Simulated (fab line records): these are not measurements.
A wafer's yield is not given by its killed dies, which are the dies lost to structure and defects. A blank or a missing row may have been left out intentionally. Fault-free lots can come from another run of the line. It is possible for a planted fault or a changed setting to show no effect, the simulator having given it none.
fab line records	flow n5Finfet
[record] lots = 24	wafers = 72	lastDay = 17
route steps=1938 shown BEOL_M9@1404 BEOL_M10@1485
lots that met no fault: from a run of the same line without faults
startH: hours from the record's first day to the start of the lot's first wafer shown	waitH: hours elapsed since this lot's preceding step	" same as the row above	L1.1+2: several wafers, shown together as one row	- either no value or no given start	* or withheld: withheld	< > ~ a bound
route shown NAME@n: NAME is a module with steps in the file, n the number in the route of the first one	usual: mean/standard deviation taken from wafers without a fault	same: alike in all rows	chamber/n: place in a boat	sites: per-site readings	_std_site: the standard deviation of these	_edge_site: the outer-site mean with the inner-site mean subtracted	radiusMm: how far each site lies from the wafer's centre	mask NAME#n: copy n	behind: the last tool/chamber to shape the wafer	hold: why the lot was held/for how many hours/how that ended	device: which transistor (n, p or np) failed to switch	end of line: the route-end tests of the same wafers	step lacking rows: just its recipe	killed: count of dies lost to structure and defects at first sort (not the wafer's yield)	map: shows each die of a wafer: x if killed, . if not, _ if none is there
set.NAME: the setting as run; set.NAME@STEP: as run at that earlier step	model.NAME: the simulator's own value behind a step, which no gauge read
the route's steps for a sample of lots (tables are steps, rows are wafers)
services: a tool's chamber out of use, with start hour (startH, from the record's first day; less than 0 if before it), hours out, and reason
[[steps]]
[step N5_BEOL_M9_PECVD_70]
[recipe] material = SiO2	targetThkA = 200	tempC = 400	precursor = TEOS/O2	pressureTorr = 5.5	rfW = 450	teosFlowSccm = 53.8	gas = O2	flowSccm = 3000	timeS = 22.7
[usual] heaterPowerW = 718/110	showerheadPlenumPTorr = 8.78/0.064	showerheadVppV = 1330/44	throttleValvePct = 22.7/1.4
lot.wafer	tool	chamber	startH	waitH	heaterPowerW	showerheadPlenumPTorr	showerheadVppV	throttleValvePct
L074.4	pecvd-02	2	190.38	0.1	842	8.69	1377	21.5
L074.5	"	0	"	"	841	8.78	1365	21.8
L074.6	"	1	"	"	683	8.78	1313	22.6
L075.2	pecvd-02	2	210.54	0.0	809	8.67	1391	22.2
L075.3	"	0	"	"	823	8.77	1362	21.9
L075.4	"	0	"	"	824	8.75	1352	22.2
L077.2	pecvd-02	2	215.05	0.0	782	8.70	1391	21.6
L077.4	"	1	"	"	675	8.78	1316	22.4
L077.5	"	0	"	"	871	8.79	1350	22.0
L076.1	pecvd-02	1	217.63	0.0	639	8.79	1303	22.6
L076.3	"	0	"	"	801	8.78	1370	21.8
L076.4	"	1	"	"	635	8.79	1306	22.4
L078.1	pecvd-02	1	227.68	0.0	695	8.77	1342	22.4
L078.2	"	2	"	"	753	8.69	1395	22.0
L078.4	"	0	"	"	869	8.76	1385	22.1
L080.1	pecvd-02	1	235.34	0.0	639	8.77	1327	22.5
L080.5	"	1	"	"	624	8.77	1322	22.6
L080.6	"	2	"	"	790	8.69	1380	22.1
L079.2	pecvd-01	0	237.94	0.0	693	8.97	1316	25.7
L079.3	"	2	"	"	633	8.82	1356	23.4
L079.5	"	0	"	"	678	8.95	1321	25.6
L081.2	pecvd-03	1	240.06	0.0	567	8.84	1284	21.0
L081.3	"	2	"	"	815	8.76	1301	21.9
L081.5	"	0	"	"	632	8.74	1331	25.4
L082.1	pecvd-03	1	253.53	0.0	564	8.82	1300	21.0
L082.4	"	2	"	"	749	8.74	1314	21.9
L082.6	"	1	"	"	561	8.83	1278	20.9
L083.1	pecvd-03	1	256.96	0.0	544	8.83	1296	21.0
L083.2	"	2	"	"	886	8.76	1309	22.0
L083.5	"	1	"	"	545	8.85	1286	20.8
L084.1	pecvd-02	1	257.77	0.0	672	8.77	1310	22.3
L084.2	"	2	"	"	860	8.68	1394	22.1
L084.4	"	1	"	"	674	8.79	1309	22.3
L085.2	pecvd-01	2	262.49	0.0	662	8.82	1339	23.2
L085.5	"	2	"	"	641	8.83	1367	23.3
L085.6	"	0	"	"	709	8.94	1305	26.2
L086.1	pecvd-03	2	287.85	0.0	735	8.73	1294	21.9
L086.3	"	1	"	"	544	8.83	1275	20.9
L086.4	"	0	"	"	637	8.76	1354	25.1
L087.3	pecvd-03	0	288.70	0.0	625	8.75	1332	25.0
L087.4	"	1	"	"	484	8.83	1291	21.0
L087.6	"	0	"	"	633	8.77	1350	25.1
L088.3	pecvd-03	2	297.19	0.0	759	8.75	1306	21.8
L088.5	"	1	"	"	532	8.86	1279	20.9
L088.6	"	2	"	"	781	8.77	1332	22.1
L089.4	pecvd-01	1	297.62	0.1	711	8.79	1219	23.0
L089.5	"	0	"	"	702	8.95	1320	26.0
L089.6	"	2	"	"	658	8.83	1364	23.8
L090.3	pecvd-01	1	303.52	0.0	694	8.80	1224	22.8
L090.5	"	1	"	"	700	8.80	1211	22.8
L090.6	"	0	"	"	607	8.95	1331	25.8
L092.1	pecvd-01	1	311.25	0.0	709	8.80	1204	22.5
L092.3	"	0	"	"	630	8.96	1342	26.0
L092.6	"	2	"	"	678	8.85	1371	23.5
L094.1	pecvd-02	2	312.76	0.0	859	8.70	1385	22.2
L094.2	"	0	"	"	846	8.78	1360	22.1
L094.6	"	1	"	"	681	8.78	1318	22.6
L093.2	pecvd-03	2	319.86	0.0	852	8.74	1300	22.1
L093.4	"	1	"	"	522	8.82	1296	20.8
L093.6	"	2	"	"	852	8.78	1311	22.0
L091.1	pecvd-03	0	323.43	0.0	667	8.77	1348	25.1
L091.4	"	2	"	"	844	8.74	1299	22.0
L091.5	"	0	"	"	677	8.75	1357	25.5
L095.1	pecvd-02	1	339.58	0.0	756	8.78	1326	22.2
L095.5	"	0	"	"	829	8.76	1362	22.2
L095.6	"	2	"	"	866	8.67	1383	22.0
L096.1	pecvd-02	0	347.23	0.0	843	8.77	1373	22.3
L096.2	"	2	"	"	837	8.69	1373	22.0
L096.6	"	2	"	"	854	8.69	1384	22.0
L097.1	pecvd-02	1	357.22	0.0	710	8.77	1324	22.5
L097.3	"	1	"	"	734	8.79	1304	22.6
L097.5	"	0	"	"	903	8.77	1357	22.2
[step N5_BEOL_M9_OVL_MEAS_29]
[recipe] pointsPerWafer = 522
[usual] V8_OVL = -0.3/0.56
lot.wafer	tool	chamber	startH	waitH	V8_OVL[nm]
L074.4	overlay-01	0	193.36	0.0	-1.2
L074.5	"	0	"	"	-0.4
L074.6	"	0	"	"	-0.2
L075.2	overlay-01	0	213.64	0.0	0.8
L075.3	"	0	"	"	-0.1
L075.4	"	0	"	"	0.1
L077.2	overlay-02	0	217.93	0.0	-0.2
L077.4	"	0	"	"	-0.5
L077.5	"	0	"	"	0.4
L076.1	overlay-02	0	219.46	0.0	-0.4
L076.3	"	0	"	"	-0.9
L076.4	"	0	"	"	-1.3
L078.1	overlay-02	0	229.84	0.0	-0.1
L078.2	"	0	"	"	-0.2
L078.4	"	0	"	"	-0.1
L080.1	overlay-01	0	238.03	0.0	-1.1
L080.5	"	0	"	"	-0.5
L080.6	"	0	"	"	-0.3
L079.2	overlay-02	0	240.86	0.0	1.1
L079.3	"	0	"	"	0.8
L079.5	"	0	"	"	0.6
L081.2	overlay-01	0	243.44	0.0	-0.6
L081.3	"	0	"	"	-0.2
L081.5	"	0	"	"	-0.6
L082.1	overlay-02	0	257.23	0.0	-0.2
L082.4	"	0	"	"	-0.4
L082.6	"	0	"	"	-0.9
L083.1	overlay-01	0	260.15	0.0	-1.0
L083.2	"	0	"	"	-0.2
L083.5	"	0	"	"	-0.6
L084.1	overlay-01	0	261.35	0.0	-0.6
L084.2	"	0	"	"	-0.2
L084.4	"	0	"	"	0.2
L085.2	overlay-01	0	268.25	0.0	0.1
L085.5	"	0	"	"	-1.0
L085.6	"	0	"	"	-0.4
L086.1	overlay-02	0	293.22	0.0	-1.1
L086.3	"	0	"	"	-0.8
L086.4	"	0	"	"	-1.4
L087.3	overlay-01	0	293.39	0.0	-0.3
L087.4	"	0	"	"	-1.0
L087.6	"	0	"	"	0.4
L088.3	overlay-02	0	299.51	0.0	0.1
L088.5	"	0	"	"	0.3
L088.6	"	0	"	"	0.3
L089.4	overlay-01	0	299.68	0.0	-0.6
L089.5	"	0	"	"	-0.1
L089.6	"	0	"	"	-0.3
L090.3	overlay-02	0	306.46	0.0	-0.1
L090.5	"	0	"	"	-0.2
L090.6	"	0	"	"	-0.2
L094.1	overlay-01	0	315.48	0.0	0.5
L094.2	"	0	"	"	0.4
L094.6	"	0	"	"	0.1
L092.1	overlay-01	0	316.22	0.0	-0.1
L092.3	"	0	"	"	-0.6
L092.6	"	0	"	"	-1.2
L093.2	overlay-02	0	323.23	0.0	-1.9
L093.4	"	0	"	"	-1.0
L093.6	"	0	"	"	-1.0
L091.1	overlay-02	0	325.63	0.0	-0.8
L091.4	"	0	"	"	-0.6
L091.5	"	0	"	"	-0.4
L095.1	overlay-02	0	342.92	0.0	-0.2
L095.5	"	0	"	"	-0.8
L095.6	"	0	"	"	-0.3
L096.1	overlay-01	0	349.89	0.0	-0.5
L096.2	"	0	"	"	-0.1
L096.6	"	0	"	"	-1.1
L097.1	overlay-01	0	359.50	0.0	-0.7
L097.3	"	0	"	"	-0.4
L097.5	"	0	"	"	0.4
[step N5_BEOL_M9_INSPECT_58]
[recipe] inspectInstrument = darkfield	mode = postDep
[usual] rawDefectCount = 71/24
lot.wafer	tool	chamber	startH	waitH	rawDefectCount
L074.4	defectInspect-02	-	196.49	0.0	77
L074.5	"	-	"	"	61
L074.6	"	-	"	"	64
L075.2	defectInspect-01	-	217.12	0.0	75
L075.3	"	-	"	"	115
L075.4	"	-	"	"	94
L077.2	defectInspect-01	-	221.07	0.0	73
L077.4	"	-	"	"	51
L077.5	"	-	"	"	67
L076.1	defectInspect-01	-	223.01	0.0	78
L076.3	"	-	"	"	54
L076.4	"	-	"	"	81
L078.1	defectInspect-02	-	233.02	0.0	40
L078.2	"	-	"	"	65
L078.4	"	-	"	"	37
L080.1	defectInspect-02	-	242.19	0.0	69
L080.5	"	-	"	"	75
L080.6	"	-	"	"	46
L079.2	defectInspect-02	-	243.74	0.0	82
L079.3	"	-	"	"	63
L079.5	"	-	"	"	52
L081.2	defectInspect-02	-	247.14	0.0	77
L081.3	"	-	"	"	57
L081.5	"	-	"	"	84
L082.1	defectInspect-02	-	261.09	0.0	58
L082.4	"	-	"	"	54
L082.6	"	-	"	"	40
L083.1	defectInspect-01	-	264.81	0.0	56
L083.2	"	-	"	"	78
L083.5	"	-	"	"	57
L084.1	defectInspect-01	-	266.01	0.0	46
L084.2	"	-	"	"	41
L084.4	"	-	"	"	25
L085.2	defectInspect-01	-	272.07	0.0	74
L085.5	"	-	"	"	94
L085.6	"	-	"	"	89
L086.1	defectInspect-01	-	295.99	0.0	122
L086.3	"	-	"	"	86
L086.4	"	-	"	"	59
L087.3	defectInspect-02	-	296.78	0.0	76
L087.4	"	-	"	"	84
L087.6	"	-	"	"	78
L088.3	defectInspect-01	-	302.75	0.0	85
L088.5	"	-	"	"	92
L088.6	"	-	"	"	80
L089.4	defectInspect-02	-	302.99	0.0	54
L089.5	"	-	"	"	71
L089.6	"	-	"	"	65
L090.3	defectInspect-02	-	310.11	0.0	65
L090.5	"	-	"	"	103
L090.6	"	-	"	"	47
L094.1	defectInspect-01	-	318.77	0.0	120
L094.2	"	-	"	"	93
L094.6	"	-	"	"	72
L092.1	defectInspect-01	-	319.31	0.0	83
L092.3	"	-	"	"	73
L092.6	"	-	"	"	89
L093.2	defectInspect-01	-	326.62	0.0	51
L093.4	"	-	"	"	105
L093.6	"	-	"	"	71
L091.1	defectInspect-02	-	333.05	0.0	74
L091.4	"	-	"	"	30
L091.5	"	-	"	"	34
L095.1	defectInspect-02	-	348.32	0.0	32
L095.5	"	-	"	"	36
L095.6	"	-	"	"	46
L096.1	defectInspect-01	-	354.20	0.0	84
L096.2	"	-	"	"	56
L096.6	"	-	"	"	106
L097.1	defectInspect-01	-	362.42	0.0	79
L097.3	"	-	"	"	98
L097.5	"	-	"	"	146
[step N5_BEOL_M10_INSPECT_13]
[recipe] mode = adi	inspectInstrument = brightfield
[usual] rawDefectCount = 414/110
lot.wafer	tool	chamber	startH	waitH	rawDefectCount
L074.4	defectInspect-02	-	199.60	0.0	332
L074.5	"	-	"	"	273
L074.6	"	-	"	"	210
L075.2	defectInspect-01	-	219.44	0.0	380
L075.3	"	-	"	"	445
L075.4	"	-	"	"	475
L077.2	defectInspect-01	-	222.98	0.0	379
L077.4	"	-	"	"	407
L077.5	"	-	"	"	408
L076.1	defectInspect-01	-	226.02	0.0	502
L076.3	"	-	"	"	665
L076.4	"	-	"	"	544
L078.1	defectInspect-02	-	236.62	0.0	416
L078.2	"	-	"	"	459
L078.4	"	-	"	"	419
L080.1	defectInspect-01	-	243.85	0.0	550
L080.5	"	-	"	"	539
L080.6	"	-	"	"	429
L079.2	defectInspect-01	-	245.00	0.0	595
L079.3	"	-	"	"	390
L079.5	"	-	"	"	345
L081.2	defectInspect-02	-	248.76	0.0	299
L081.3	"	-	"	"	278
L081.5	"	-	"	"	420
L082.1	defectInspect-02	-	264.32	0.0	358
L082.4	"	-	"	"	397
L082.6	"	-	"	"	361
L083.1	defectInspect-02	-	266.36	0.0	277
L083.2	"	-	"	"	343
L083.5	"	-	"	"	345
L084.1	defectInspect-02	-	268.92	0.0	326
L084.2	"	-	"	"	321
L084.4	"	-	"	"	439
L085.2	defectInspect-01	-	274.17	0.0	481
L085.5	"	-	"	"	440
L085.6	"	-	"	"	439
L086.1	defectInspect-02	-	297.63	0.0	487
L086.3	"	-	"	"	337
L086.4	"	-	"	"	337
L087.3	defectInspect-01	-	298.31	0.0	408
L087.4	"	-	"	"	463
L087.6	"	-	"	"	663
L088.3	defectInspect-02	-	305.12	0.0	288
L088.5	"	-	"	"	375
L088.6	"	-	"	"	300
L089.4	defectInspect-02	-	305.45	0.0	278
L089.5	"	-	"	"	335
L089.6	"	-	"	"	360
L090.3	defectInspect-01	-	311.69	0.0	647
L090.5	"	-	"	"	562
L090.6	"	-	"	"	467
L094.1	defectInspect-01	-	320.88	0.0	499
L094.2	"	-	"	"	411
L094.6	"	-	"	"	368
L092.1	defectInspect-01	-	321.14	0.0	429
L092.3	"	-	"	"	397
L092.6	"	-	"	"	388
L093.2	defectInspect-01	-	328.03	0.0	489
L093.4	"	-	"	"	530
L093.6	"	-	"	"	511
L091.1	defectInspect-01	-	336.47	0.0	419
L091.4	"	-	"	"	285
L091.5	"	-	"	"	400
L095.1	defectInspect-02	-	350.50	0.0	233
L095.5	"	-	"	"	199
L095.6	"	-	"	"	345
L096.1	defectInspect-02	-	357.58	0.0	390
L096.2	"	-	"	"	404
L096.6	"	-	"	"	318
L097.1	defectInspect-02	-	364.93	0.0	349
L097.3	"	-	"	"	435
L097.5	"	-	"	"	614
[step N5_BEOL_M10_ETCH_61]
[recipe] chemistry = CF4	target = SiARC	targetDepthA = 390	maskMaterial = CAR-ArF	timeS = 65	ionEnergyEv = 80	pressureMtorr = 40	sourceW = 545	biasW = 36	Ar_flow_sccm = 100	cf4FlowSccm = 100	ends = cleared
[usual] drypumpMotorCurrentA = 5.7/0.55	etchRfOnTimeS = 64.7/1.2	oesProductAu = 0.70/0.052	rfVppV = 184.3/1.3	showerheadPlenumPTorr = 2.15/0.083	throttleValvePct = 15.59/0.15
lot.wafer	tool	chamber	startH	waitH	drypumpMotorCurrentA	etchRfOnTimeS	oesProductAu	rfHoursCounterH	rfVppV	showerheadPlenumPTorr	throttleValvePct
L074.4	rieDiel-02	1	199.68	0.0	5.6	63.2	0.71	71	184.8	2.17	15.38
L074.5	"	3	"	"	4.7	65.6	0.69	-	183.2	2.08	15.70
L074.6	"	0	"	"	5.8	64.1	0.73	-	184.6	2.18	15.32
L075.2	rieDiel-01	0	219.51	0.0	6.1	63.2	0.61	244	183.4	2.04	15.95
L075.3	"	3	"	"	5.7	65.8	0.71	56	182.3	2.08	15.57
L075.4	"	1	"	"	5.3	65.6	0.58	233	183.4	2.12	15.87
L077.2	rieDiel-01	0	223.05	0.0	6.1	62.9	0.61	246	182.5	2.04	15.95
L077.4	"	2	"	"	6.4	65.0	0.77	15	183.0	2.10	15.42
L077.5	"	0	"	"	6.1	63.3	0.62	-	181.7	2.04	15.96
L076.1	rieDiel-06	3	226.23	0.0	5.2	63.1	0.73	68	184.8	2.24	15.49
L076.3	"	1	"	"	6.6	65.2	0.67	125	184.2	2.06	15.68
L076.4	"	0	"	"	5.3	63.7	0.74	36	185.2	2.26	15.50
L078.1	rieDiel-02	0	236.69	0.0	5.8	64.4	0.71	65	184.4	2.18	15.34
L078.2	"	2	"	"	5.7	64.6	0.67	101	185.4	2.23	15.43
L078.4	"	1	"	"	5.6	63.9	0.70	83	183.6	2.17	15.41
L080.1	rieDiel-02	1	244.21	0.0	5.6	64.0	0.70	86	183.8	2.17	15.42
L080.5	"	0	"	"	5.9	64.6	0.71	-	185.0	2.18	15.35
L080.6	"	1	"	"	5.6	63.6	0.70	-	184.0	2.17	15.44
L079.2	rieDiel-06	1	245.57	0.0	6.6	66.3	0.66	131	184.4	2.06	15.68
L079.3	"	3	"	"	5.2	64.6	0.71	73	185.6	2.24	15.49
L079.5	"	2	"	"	5.5	64.0	0.73	-	185.2	2.25	15.62
L081.2	rieDiel-06	3	248.83	0.0	5.1	65.0	0.71	74	185.8	2.24	15.50
L081.3	"	0	"	"	5.3	66.1	0.72	42	187.4	2.26	15.50
L081.5	"	0	"	"	5.3	65.1	0.73	-	185.7	2.26	15.50
L082.1	rieDiel-01	2	264.39	0.0	6.4	65.9	0.73	31	183.8	2.10	15.45
L082.4	"	2	"	"	6.4	65.6	0.74	-	183.6	2.09	15.43
L082.6	"	1	"	"	5.3	66.5	0.57	-	184.8	2.12	15.88
L083.1	rieDiel-02	0	266.75	0.0	5.8	64.7	0.70	75	183.0	2.17	15.36
L083.2	"	3	"	"	4.7	66.9	0.67	106	183.0	2.07	15.76
L083.5	"	0	"	"	5.8	64.4	0.71	-	183.3	2.17	15.36
L084.1	rieDiel-06	3	269.30	0.0	5.1	65.3	0.70	82	183.8	2.24	15.51
L084.2	"	2	"	"	5.4	63.4	0.73	66	185.9	2.25	15.63
L084.4	"	0	"	"	5.3	64.8	0.73	49	186.1	2.25	15.51
L085.2	rieDiel-01	3	274.87	0.0	5.7	65.0	0.69	78	183.6	2.07	15.62
L085.5	"	3	"	"	5.7	65.3	0.69	-	183.6	2.07	15.62
L085.6	"	0	"	"	6.1	61.7	0.85	-	186.3	2.29	15.48
L086.1	rieDiel-02	0	297.93	0.0	5.8	65.1	0.68	91	185.2	2.17	15.38
L086.3	"	1	"	"	5.6	64.2	0.68	100	184.2	2.16	15.44
L086.4	"	1	"	"	5.6	63.8	0.69	-	184.6	2.16	15.47
L087.3	rieDiel-06	3	298.38	0.0	5.1	64.2	0.69	89	185.4	2.23	15.54
L087.4	"	0	"	"	5.3	64.2	0.71	57	185.8	2.25	15.55
L087.6	"	0	"	"	5.3	64.3	0.71	-	185.6	2.25	15.51
L088.3	rieDiel-06	2	305.37	0.0	5.4	63.6	0.72	77	185.0	2.24	15.65
L088.5	"	1	"	"	6.6	65.4	0.65	-	181.6	2.05	15.74
L088.6	"	2	"	"	5.4	63.7	0.71	-	185.9	2.24	15.65
L089.4	rieDiel-06	3	305.66	0.0	5.1	65.1	0.69	92	185.1	2.23	15.53
L089.5	"	1	"	"	6.7	66.3	0.64	-	182.5	2.05	15.74
L089.6	"	2	"	"	5.4	65.1	0.70	-	183.9	2.24	15.63
L090.3	rieDiel-01	1	311.82	0.0	5.3	63.9	0.83	7	183.3	2.11	15.44
L090.5	"	3	"	"	5.7	66.0	0.66	-	183.0	2.07	15.64
L090.6	"	0	"	"	6.1	62.2	0.80	-	186.4	2.29	15.50
L094.1	rieDiel-06	1	321.21	0.0	6.7	65.7	0.64	158	184.0	2.05	15.75
L094.2	"	3	"	"	5.1	64.5	0.69	98	185.9	2.23	15.56
L094.6	"	2	"	"	5.4	63.5	0.70	-	185.7	2.24	15.65
L092.1	rieDiel-02	3	321.39	0.0	4.7	66.4	0.65	133	183.5	2.06	15.81
L092.3	"	1	"	"	5.6	64.1	0.67	111	183.2	2.16	15.45
L092.6	"	0	"	"	5.8	64.7	0.67	-	185.4	2.16	15.42
L093.2	rieDiel-01	0	328.10	0.0	6.1	62.2	0.78	20	183.9	2.29	15.50
L093.4	"	1	"	"	5.3	63.8	0.81	13	183.9	2.11	15.43
L093.6	"	2	"	"	6.3	63.7	0.72	-	182.9	2.09	15.49
L091.1	rieDiel-01	2	337.04	0.0	6.4	64.2	0.71	57	182.4	2.09	15.50
L091.4	"	0	"	"	6.1	62.2	0.78	23	185.7	2.28	15.51
L091.5	"	2	"	"	6.3	63.8	0.72	-	183.5	2.09	15.48
L095.1	rieDiel-01	3	350.93	0.0	5.8	65.7	0.66	104	183.9	2.06	15.68
L095.5	"	3	"	"	5.7	65.7	0.65	-	182.5	2.06	15.70
L095.6	"	2	"	"	6.4	63.9	0.72	-	184.2	2.08	15.51
L096.1	rieDiel-06	1	357.65	0.0	6.7	66.7	0.63	169	183.7	2.04	15.77
L096.2	"	2	"	"	5.4	64.7	0.68	96	184.8	2.24	15.68
L096.6	"	0	"	"	5.3	65.1	0.69	-	184.0	2.24	15.57
L097.1	rieDiel-06	2	365.02	0.0	5.4	64.7	0.69	96	186.5	2.24	15.68
L097.3	"	1	"	"	6.7	66.0	0.63	172	182.1	2.04	15.76
L097.5	"	1	"	"	6.6	66.4	0.63	-	184.3	2.04	15.78
[step N5_BEOL_M10_OVL_MEAS_29]
[recipe] pointsPerWafer = 44
[usual] V9_OVL = 0.1/0.55
lot.wafer	tool	chamber	startH	waitH	V9_OVL[nm]
L074.4	overlay-02	0	203.44	0.0	-0.1
L074.5	"	0	"	"	0.8
L074.6	"	0	"	"	0.0
L075.2	overlay-01	0	221.01	0.0	-0.3
L075.3	"	0	"	"	0.2
L075.4	"	0	"	"	-0.3
L077.2	overlay-01	0	224.54	0.0	0.4
L077.4	"	0	"	"	1.5
L077.5	"	0	"	"	0.4
L076.1	overlay-01	0	227.29	0.0	0.6
L076.3	"	0	"	"	0.0
L076.4	"	0	"	"	-0.3
L078.1	overlay-01	0	237.65	0.0	1.2
L078.2	"	0	"	"	0.2
L078.4	"	0	"	"	0.2
L080.1	overlay-01	0	245.09	0.0	-0.1
L080.5	"	0	"	"	0.0
L080.6	"	0	"	"	-0.5
L079.2	overlay-02	0	246.99	0.0	-0.4
L079.3	"	0	"	"	0.2
L079.5	"	0	"	"	-0.8
L081.2	overlay-02	0	249.81	0.0	-0.4
L081.3	"	0	"	"	-0.4
L081.5	"	0	"	"	-0.7
L082.1	overlay-01	0	265.33	0.0	0.4
L082.4	"	0	"	"	0.6
L082.6	"	0	"	"	0.9
L083.1	overlay-01	0	268.13	0.0	0.6
L083.2	"	0	"	"	0.3
L083.5	"	0	"	"	1.1
L084.1	overlay-02	0	272.12	0.0	0.1
L084.2	"	0	"	"	-0.1
L084.4	"	0	"	"	0.2
L085.2	overlay-02	0	275.73	0.0	1.5
L085.5	"	0	"	"	0.3
L085.6	"	0	"	"	-0.4
L086.1	overlay-02	0	299.68	0.0	0.5
L086.3	"	0	"	"	-0.5
L086.4	"	0	"	"	1.3
L087.3	overlay-01	0	299.85	0.0	0.2
L087.4	"	0	"	"	0.1
L087.6	"	0	"	"	-0.6
L088.3	overlay-02	0	306.61	0.0	0.0
L088.5	"	0	"	"	-0.4
L088.6	"	0	"	"	-0.5
L089.4	overlay-01	0	306.78	0.0	0.4
L089.5	"	0	"	"	0.5
L089.6	"	0	"	"	0.6
L090.3	overlay-02	0	312.61	0.0	-0.4
L090.5	"	0	"	"	-0.4
L090.6	"	0	"	"	0.3
L092.1	overlay-01	0	323.26	0.0	0.3
L092.3	"	0	"	"	0.5
L092.6	"	0	"	"	0.5
L094.1	overlay-02	0	323.42	0.0	-0.4
L094.2	"	0	"	"	-0.2
L094.6	"	0	"	"	0.0
L093.2	overlay-01	0	331.32	0.0	0.5
L093.4	"	0	"	"	0.2
L093.6	"	0	"	"	-0.6
L091.1	overlay-02	0	337.92	0.0	-1.3
L091.4	"	0	"	"	-0.7
L091.5	"	0	"	"	-0.8
L095.1	overlay-01	0	352.64	0.0	-0.5
L095.5	"	0	"	"	-0.2
L095.6	"	0	"	"	0.4
L096.1	overlay-01	0	359.57	0.0	0.5
L096.2	"	0	"	"	0.8
L096.6	"	0	"	"	0.7
L097.1	overlay-01	0	365.93	0.0	-1.0
L097.3	"	0	"	"	-0.4
L097.5	"	0	"	"	-0.4
[[services]]
tool	chamber	startH	hours	kind
pecvd-02	1	178.61	2.1	scheduledDown
pecvd-01	2	217.11	6.5	repair
pecvd-03	0	218.77	14.6	repair
rieDiel-06	3	219.51	1.4	repair
pecvd-03	-	232.87	3.7	repair
rieDiel-01	0	239.19	-	clean
rieDiel-01	0	239.19	-	consumableReplace:focusRing
rieDiel-01	0	239.19	-	consumableReplace:showerhead
rieDiel-01	0	239.19	32.1	scheduledDown
rieDiel-01	0	239.19	32.1	ventCycle
pecvd-01	-	252.22	2.3	repair
rieDiel-02	1	259.35	18.6	repair
rieDiel-01	1	271.35	-	clean
rieDiel-01	1	271.35	-	consumableReplace:focusRing
rieDiel-01	1	271.35	14.4	scheduledDown
rieDiel-01	1	271.35	14.4	ventCycle
pecvd-02	-	278.99	1.1	repair
pecvd-02	0	297.90	5.5	scheduledDown
rieDiel-02	3	329.31	13.5	repair
pecvd-03	2	346.52	7.2	repair
pecvd-02	2	356.75	5.5	scheduledDown
rieDiel-06	-	358.14	0.3	repair
[[key]]
fault none
